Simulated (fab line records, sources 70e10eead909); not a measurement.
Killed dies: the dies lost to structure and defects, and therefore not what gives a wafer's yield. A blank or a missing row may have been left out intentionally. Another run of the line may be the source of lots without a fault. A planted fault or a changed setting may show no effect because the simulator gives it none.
Problem report in the 8D (eight disciplines) form, filled by code | flow nand_harc | the parts of the form that need people (team, actions taken, sign-off) are left out

== 1. THE ISSUE ==
cd_nm at NHARC_P_ZERO_WELL_CD_MEAS_24 reads a mean of 729.8 nm on 12 wafers of 4 lots; wafers without a fault read 720.2 nm with a standard deviation of 1.3. Relative to the usual mean, that is a shift of +7.4 standard deviations.
The step: target cd 720 nm.
First seen on wafer L667.1, day 2 02:27, on cd_sem-02. Wafers with a number at this step in the record: 36, from 12 lots. By rule, "out" or "out of limits" means more than 4 standard deviations away from the usual mean. The rest of the wafers with a number are treated as sound.

== 2. WHAT THIS IS AND IS NOT ==
question                    | is                              | is not
which readings at this step | cd_nm                           | -
which lots                  | L667, L668, L669, L671          | L665, L666, L675, L677, L681, L684, L685, L686
which wafers of those lots  | all that have a number          | -
read on which gauges        | cd_sem-01, cd_sem-02, cd_sem-03 | -
when                        | from day 2 02:27                | up to then (6 sound wafers); but 18 sound wafers of L675, L677, L681, L684, L685, L686 came after

== 3. SUSPECTS, AND WHAT RULES EACH OUT ==
Counting: a tool at any process step up to the reading remains a suspect when it ran all the lots that are out and ran no sound lot after the first of those.
- the gauge at NHARC_P_ZERO_WELL_CD_MEAS_24 is ruled out. Those wafers that are out were read across 3 gauges (cd_sem-01, cd_sem-02, cd_sem-03).
- krf_scanner-04 at NHARC_P_ZERO_WELL_EXPOSE_21 (exposes mask P NWELL, target cd 720 nm): kept. Every lot that is out went through it, starting with L667 (day 2 02:18), and after that it ran no sound lot; the last sound lot it ran before then is L666 (day 1 20:14). Its own exposure_dose_mJ_cm2 readings are out on those wafers.
After counting, what remains is krf_scanner-04 at NHARC_P_ZERO_WELL_EXPOSE_21.

== 4. THE CAUSE (what the simulator had put in) ==
Process parameter drift: krf_scanner-04, from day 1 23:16 on, at NHARC_P_ZERO_WELL_EXPOSE_21. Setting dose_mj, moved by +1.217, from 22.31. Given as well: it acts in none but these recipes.
The count eliminated every tool but this one.

== 5. THE EFFECT CHAIN, in route order ==
Each row: a reading where the mean over the struck wafers with a number is more than 3 standard deviations away from the usual. Scope: only readings with a usual standard deviation given in the record; hours: median across lots of the time from each lot's start at the first step in this table that gives one to its start at this step; sigmas: change in usual standard deviations.
hours | step                         | reading              | usual    | on struck wafers | change | sigmas
0     | NHARC_P_ZERO_WELL_EXPOSE_21  | exposure_dose_mJ_cm2 | 22.308   | 23.529           | +1.221 | +53
0     | NHARC_P_ZERO_WELL_CD_MEAS_24 | cd_nm                | 720.2 nm | 729.8            | +9.6   | +7.4
The process steps in it:
- NHARC_P_ZERO_WELL_EXPOSE_21: exposes mask P NWELL, target cd 720 nm.
Later steps that measure or inspect, where all struck wafers having a row at the step show a number for every such reading and not one has moved that far: NHARC_P_ZERO_WELL_INSPECT_43, NHARC_END_SORT_01.

== 6. WHAT WOULD HAVE CAUGHT IT SOONER ==
In this record the first reading out of limits at a measuring or inspecting step was taken at day 2 02:27, 3 hours after the fault began at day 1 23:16.
At NHARC_P_ZERO_WELL_EXPOSE_21, the tool's own readings (exposure_dose_mJ_cm2) were out on each struck wafer the step has a row for, so an alarm limit on them would have fired on the first such wafer.
Among the 4 lots that are out, L668, L669, L671 began NHARC_P_ZERO_WELL_EXPOSE_21 on krf_scanner-04 after day 2 02:27. A hold on the tool at that time would have spared those 3.
